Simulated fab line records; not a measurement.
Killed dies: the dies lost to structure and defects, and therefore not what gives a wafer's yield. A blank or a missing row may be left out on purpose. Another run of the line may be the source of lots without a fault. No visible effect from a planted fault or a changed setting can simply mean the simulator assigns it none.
Split-lot trial	flow n5 finfet	21 wafers read across 7 lots, on a route 1938 steps long

== ABOUT THE SPLIT ==
At N5_BEOL_M9_HM_DEP_02 (deposits TiN, target thk 20 nm), the setting target thk a was moved away from the recipe's 200 angstrom on 3 of the 21 wafers read, by +7.8% to +10.7%. The other wafers ran this setting at the recipe's value.

== FROM THE SPLIT TO THE READING: what the file shows between them, 9 steps ==
- N5_BEOL_M9_EXPOSE_08: exposes mask M9 (also split here: dose mj)
- N5_BEOL_M9_PEB_09: peb time 60 s
- N5_BEOL_M9_DEVELOP_10: develop time 30 s
- N5_BEOL_M9_CD_MEAS_11: target cd 64.1 nm
- N5_BEOL_M9_DESCUM_16: chemistry O2, time 7.9 s
- N5_BEOL_M9_ETCH_61: etches SiARC in CF4, target depth 39 nm, time 65 s
- N5_BEOL_M9_ETCH_62: etches SOC in N2/H2, target depth 110 nm, overetch 22 nm, time 165 s
- N5_BEOL_M9_STRIP_68: strips in N2/H2
- N5_BEOL_M9_STRIP_67: strips in CF4

== THE READING ==
etch.depth nm (the simulator's own value, which no gauge read), in nm, at N5_BEOL_M9_HM_OPEN_17 (chemistry Cl2/BCl3, target TiN, target depth 20 nm, overetch 6 nm). There is no usual value for it anywhere in the file. Here, 18 wafers ran the recipe; their average is 20.06 nm with a standard deviation of 0.24 nm.

wafer	tool, chamber at the split	target thk a as run, angstrom	against the recipe	etch.depth nm, nm	against lot-mates on the recipe
L080.1	pvd sputter-02, -	200	recipe	20.03	-
L080.3	pvd sputter-02, -	200	recipe	19.77	-
L080.5	pvd sputter-02, -	200	recipe	19.85	-
L083.4	pvd sputter-03, -	200	recipe	20.32	-
L083.5	pvd sputter-03, -	200	recipe	20.54	-
L083.6	pvd sputter-03, -	200	recipe	20.45	-
L086.4	pvd sputter-01, -	200	recipe	20.18	-
L086.5	pvd sputter-01, -	200	recipe	20.12	-
L086.6	pvd sputter-01, -	200	recipe	20.22	-
L090.2	pvd sputter-02, -	200	recipe	20	-
L090.3	pvd sputter-02, -	200	recipe	19.98	-
L090.4	pvd sputter-02, -	200	recipe	20.04	-
L093.1	pvd sputter-02, -	200	recipe	19.98	-
L093.2	pvd sputter-02, -	200	recipe	20.08	-
L093.5	pvd sputter-02, -	215.6	+7.8%	21.65	+1.62
L096.1	pvd sputter-01, -	200	recipe	19.83	-
L096.2	pvd sputter-01, -	200	recipe	20.21	-
L096.3	pvd sputter-01, -	200	recipe	19.99	-
L097.3	pvd sputter-03, -	221.4	+10.7%	21.97	+2.47
L097.4	pvd sputter-03, -	200	recipe	19.5	-
L097.5	pvd sputter-03, -	221.4	+10.7%	22.07	+2.57

FIT RESULTS
A straight line over all 21 wafers: etch.depth nm changes by +0.187 nm for each +1% of target thk a; r = +0.94; the points scatter about the line by 0.24 nm.
The same after taking each lot's own level away (the mean of its wafers on the recipe; 21 wafers): +0.23 nm for each +1%; r = +0.99; scatter 0.099 nm.
That fit puts the effect of the largest move of target thk a on the reading at 2.5 nm.
Across the lots, their own levels run from 19.500 to 20.437 nm, a range of 3.9 times the standard deviation given above.
Hence the slope depends on the lot-to-lot level, as the two fits are not the same.
Check: with one of the wafers moved furthest among these (+10.7%) left out of the fit, the line predicts +2.45 nm for it against its lot-mates. It came out at +2.47 nm against them.

== OTHER SPLITS APPLIED TO THESE WAFERS ==
These wafers also went through other splits before the reading. Each is held against what the fit with the lots' levels taken away leaves over:
other split on the same wafers	wafers away from the commonest value	r with etch.depth nm (lot level and that fit taken away)
N5_BEOL_M7_TRENCH_ETCH_37 time s	4	-0.03
N5_BEOL_M8_COAT_22 spin rpm	7	-0.22
N5_BEOL_M9_EXPOSE_08 dose mj	8	-0.17

== THE WHOLE CHAIN: every reading that the file lists as answering this split, in the file's order ==
step	what it does	reading	change (the file's fit)	r (the file's)
N5_BEOL_M9_HM_DEP_02	deposits TiN, target thk 20 nm	TiN_of_BEOL_M9_HM_DEP_02.thk nm (the simulator's own value, which no gauge read)	+0.23 nm for each +1% of the setting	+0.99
N5_BEOL_M9_HM_OPEN_17	chemistry Cl2/BCl3, target TiN, target depth 20 nm, overetch 6 nm	etch.depth nm (the simulator's own value, which no gauge read)	+0.226 nm for each +1% of the setting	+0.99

== THE FILE'S OWN FIT ==
etch.depth nm changes by +0.226 nm for each +1% of target thk a, r = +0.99.
